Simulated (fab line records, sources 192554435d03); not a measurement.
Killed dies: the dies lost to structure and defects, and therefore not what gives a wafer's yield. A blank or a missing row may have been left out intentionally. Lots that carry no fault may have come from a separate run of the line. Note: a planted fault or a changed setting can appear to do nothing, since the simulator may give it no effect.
A lot that was struck, set against a sound lot    flow n5Finfet    38 steps out of a route of 1938
Sound: these wafers, L600.4, L600.5, L600.6. Struck: wafer L590.5 (left out: L590.2, L590.3 of the same lot, which were not struck); the cause appears at the end.
Order at every step that has rows: each side's tool, ch and its chambers, its first start. Under that, the readings that differ: sound wafers    struck wafers    difference of the means    sigmas: that difference in standard deviations of wafers without a fault.
alike: readings with means less than 2 such deviations apart, plus words and numbers identical on both sides. not compared: withheld readings, readings lacking a value on some wafer, bounds such as >300 that could conceal the same value, and numbers that have no deviation in the record and whose values overlap.
The two part at a step that has a row with sigmas, a row that says differs or no value, or rows on one side only. Numbers that have no deviation but don't overlap get no sigmas and don't part them. A reading missing from all wafers of one side parts the sides only when that side holds two or more wafers.

first, 9 steps without rows for these wafers: N5_MOL_CONTACT_COAG_SPUTTER_130 (material Co, target thk 47.5 nm); N5_MOL_CONTACT_COAG_PRECLEAN_125 (cleans in DIW, time 57.5 s); N5_MOL_CONTACT_COAG_SRD_126 (dry time 32 s); N5_MOL_CONTACT_COAG_CMP_23 (polishes, stops on SiO2, t overpolish 1.5 s, target thk 0 nm); N5_MOL_CONTACT_COAG_WET_ETCH_26 (target Co, target depth 13 nm); N5_MOL_CONTACT_COAG_WET_ETCH_116 (etches the open film in SC1-inhibited, target depth 4.6 nm, rinse time 30 s); N5_MOL_CONTACT_COAG_ALD_27 (deposits SiOC, target thk 17 nm, pulse time 1.5 s, time 2720 s); N5_MOL_CONTACT_COAG_CMP_28 (polishes, stops on SiNx, t overpolish 0.85 s, target thk 14.522 nm); N5_MOL_CONTACT_COAG_ALD_123 (deposits SiNx, target thk 5 nm, pulse time 1 s, purge time 2 s).
N5_MOL_CONTACT_COAG_PECVD_31: deposits SiO2 from TEOS/O2, target thk 46 nm, time 8.9 s.
  sound on pecvd-01 ch 0,1, day 10 06:58; struck on pecvd-03 ch 2, day 7 13:39
reading                                             sound           struck  difference  sigmas
model.SiO2_of_MOL_CONTACT_COAG_PECVD_31.thkNm (nm)  46.6 46.6 46.6  48.4    +1.8        
then, 19 steps without rows for these wafers: N5_MOL_CONTACT_COAG_COAT_75 (time 60 s, resist thk 60 nm); N5_MOL_CONTACT_COAG_COAT_76 (time 60 s, resist thk 10 nm); N5_MOL_CONTACT_COAG_COAT_77 (time 60 s, resist thk 10 nm); N5_MOL_CONTACT_COAG_COAT_78 (resist thk 40 nm); N5_MOL_CONTACT_COAG_EBR_80; N5_MOL_CONTACT_COAG_SOFTBAKE_79 (time 60 s); N5_MOL_CONTACT_COAG_EXPOSE_81 (exposes mask VG, defocus 0 nm); N5_MOL_CONTACT_COAG_PEB_82 (peb time 60 s); N5_MOL_CONTACT_COAG_DEVELOP_83 (develop time 30 s); N5_MOL_CONTACT_COAG_DESCUM_88 (chemistry O2, time 7 s); N5_MOL_CONTACT_COAG_ETCH_89 (etches underlayer in N2/H2, target depth 13 nm, time 10.4 s); N5_MOL_CONTACT_COAG_ETCH_90 (etches SiARC in CF4, target depth 13 nm, time 21.7 s); N5_MOL_CONTACT_COAG_ALD_131 (deposits SiO2, target thk 5 nm, pulse time 1 s, co reactant pulse time 1 s); N5_MOL_CONTACT_COAG_ETCHBACK_132 (etches SiO2 in CHF3, target depth 10 nm, time 6.7 s); N5_MOL_CONTACT_COAG_ETCH_91 (etches SOC in N2/H2, target depth 60 nm, overetch 21 nm, time 101.2 s); N5_MOL_CONTACT_COAG_STRIP_92 (strips in N2/H2); N5_MOL_CONTACT_COAG_STRIP_93 (strips in N2/H2); N5_MOL_CONTACT_COAG_ETCHBACK_135 (etches SiO2 in CHF3, target depth 25 nm, time 16.7 s); N5_MOL_CONTACT_COAG_STRIP_118 (strips in CHF3).
N5_MOL_CONTACT_COAG_VIA_ETCH_46: etches SiO2 in C4F6/O2, target depth 46 nm, overetch 9.2 nm, time 40 s.
  sound on rieDiel-05 ch 0,2,3, day 10 08:32; struck on rieDiel-05 ch 1, day 7 15:02
reading                  sound              struck  difference  sigmas
model.etch.depthNm (nm)  46.62 46.53 46.59  48.31   +1.73       
  alike: O2_flow_sccm, drypumpMotorCurrentA, mfcArSccm, oesProductAu, rfVppV, showerheadPlenumPTorr, throttleValvePct
  not compared: rfHoursCounterH
then, 5 steps without rows for these wafers: N5_MOL_CONTACT_COAG_STRIP_96 (strips in N2/H2); N5_MOL_CONTACT_COAG_ETCH_47 (etches SiNx in CH3F/O2, stops on W, target depth 27 nm); N5_MOL_CONTACT_COAG_STRIP_119 (strips in N2/H2, time 30 s); N5_MOL_CONTACT_COAG_PRECLEAN_144 (cleans in alkaline clean, time 60 s); N5_MOL_CONTACT_COAG_SRD_145 (time 30 s).
N5_MOL_CONTACT_COAG_CMP_52: polishes, stops on SiO2, t overpolish 1.5 s, target thk 66.5 nm.
  sound on cmp-01 ch 0,2,3, day 10 10:46; struck on cmp-01 ch 1, day 7 17:08
reading                                             sound           struck  difference  sigmas
model.SiO2_of_MOL_CONTACT_COAG_PECVD_31.thkNm (nm)  44.6 44.4 44.6  46.2    +1.7        
  alike: motorCurrentA, platenRpm, retainingRingPressureFrac
N5_MOL_CONTACT_COAG_THK_MEAS_53:
  sound on filmMetro-01, day 10 11:00; struck on filmMetro-02, day 7 17:24
reading           sound           struck  difference  sigmas
VIA_MOL_THK (nm)  44.5 44.5 44.6  46.3    +1.8        +3
-- the record jumps here: 8 days lie between the struck wafers' starts before and after (it left off in module MOL_CONTACT_COAG and takes up again in module PASSIVATION, whose first step shown is number 1936 of the route) --
N5_PASSIVATION_PROBE_49:
  record: rows for the struck wafers here (prober-02, day 16 02:41), none for the sound ones

## WHERE THEY PART
Earliest at N5_MOL_CONTACT_COAG_THK_MEAS_53; latest, in this record, at N5_PASSIVATION_PROBE_49.

WHY: whatever the simulator had introduced
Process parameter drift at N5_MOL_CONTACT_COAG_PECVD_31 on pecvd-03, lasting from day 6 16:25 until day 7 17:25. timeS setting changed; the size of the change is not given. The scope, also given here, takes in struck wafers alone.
